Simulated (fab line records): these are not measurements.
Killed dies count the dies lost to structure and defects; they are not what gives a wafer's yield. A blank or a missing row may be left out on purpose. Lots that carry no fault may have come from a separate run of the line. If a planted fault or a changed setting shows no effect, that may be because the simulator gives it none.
Problem report, 8D (eight disciplines) form, completed by code || flow n5_finfet || the parts of the form that need people (team, actions taken, sign-off) are left out

## 1. PROBLEM STATEMENT
Mean of bias_w at N5_PASSIVATION_VIA_ETCH_13: 178.9 W across 6 wafers in 2 lots; on wafers with no fault it is 169.9 W (standard deviation 0.52). That puts it +17 standard deviations away from the usual mean.
The step: etches SiO2 in CHF3/O2, target depth 660 nm, time 330 s.
Earliest sighting: wafer L138.2 on rie_diel-05 at day 15 13:22. The record has a number at this step for 27 wafers belonging to 9 lots. The rule behind "out" and "out of limits": a value lying over 4 standard deviations away from the usual mean. The rest of the wafers with a number are treated as sound.

## 2. WHAT IT IS AND WHAT IT IS NOT
{"question": "which readings at this step", "is": "bias_w", "is not": "drypump_motor_current_A, oes_ar_750_au, oes_f_703_au, showerhead_plenum_p_Torr"}
{"question": "which lots", "is": "L138, L141", "is not": "L126, L130, L133, L143, L144, L145, L147"}
{"question": "which wafers of those lots", "is": "all that have a number", "is not": "-"}
{"question": "read on which tools", "is": "rie_diel-05", "is not": "rie_diel-02, rie_diel-06"}
{"question": "when", "is": "from day 15 13:22", "is not": "up to then (9 sound wafers); but 12 sound wafers of L143, L144, L145, L147 came after"}

## 3. THE SUSPECTS, EACH WITH WHAT RULES IT OUT
Counting: a tool stays on the suspect list if, at a process step up to the reading, it processed all lots that are out and no sound lot following the first of them.
- rie_diel-03 at N5_MIM_TOP_LITHO_DESCUM_10 (chemistry O2, time 7.9 s): ruled out as a lasting fault. Following L138 (day 15 07:29), the first lot on it that is out, the sound lots L147 were run on it.
- rie_diel-05 at N5_MIM_TOP_ETCH_STRIP_01 (strips in O2): ruled out as a lasting fault. Following L138 (day 15 07:43), the first lot on it that is out, the sound lots L147 were run on it.
- pecvd-01 at N5_PASSIVATION_PECVD_55 (deposits SiO2 from SiH4/N2O, target thk 400 nm, time 22.5 s): ruled out as a lasting fault. Following L138 (day 15 10:11), the first lot on it that is out, the sound lots L144 were run on it.
- rie_diel-05 at N5_PASSIVATION_VIA_ETCH_13 (etches SiO2 in CHF3/O2, target depth 660 nm, time 330 s): kept. All lots that are out passed through it, beginning with L138 at day 15 13:22, and no sound lot followed; its final sound lot before that point was L133 at day 14 05:08. Its own bias_w readings are out on those wafers.
After counting, what remains is rie_diel-05 at N5_PASSIVATION_VIA_ETCH_13.

## 4. THE CAUSE (what the simulator had put in)
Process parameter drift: rie_diel-05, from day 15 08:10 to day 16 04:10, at N5_PASSIVATION_VIA_ETCH_13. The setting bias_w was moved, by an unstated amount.
Counting left only this tool.

## 5. SEQUENCE OF EFFECTS, ordered by route
Each row: a reading whose mean over the struck wafers that have a number lies more than 3 standard deviations from the usual. Scope: only readings with a usual standard deviation given in the record; hours: median across lots of the time from each lot's start at the first step in this table that gives one to its start at this step; sigmas: change in usual standard deviations.
{"hours": 0, "step": "N5_PASSIVATION_VIA_ETCH_13", "reading": "bias_w", "usual": "169.9 W", "on struck wafers": 178.9, "change": "+9.0", "sigmas": "+17"}
{"hours": 0, "step": "N5_PASSIVATION_VIA_ETCH_13", "reading": "rf_vpp_V", "usual": "527 V", "on struck wafers": 552, "change": "+25", "sigmas": "+3.1"}
The process steps in it:
- N5_PASSIVATION_VIA_ETCH_13: etches SiO2 in CHF3/O2, target depth 660 nm, time 330 s.

## 6. HOW IT WOULD HAVE BEEN CAUGHT EARLIER
First out-of-limits reading in this record: day 15 13:22, which is 5 hours after fault onset at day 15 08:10.
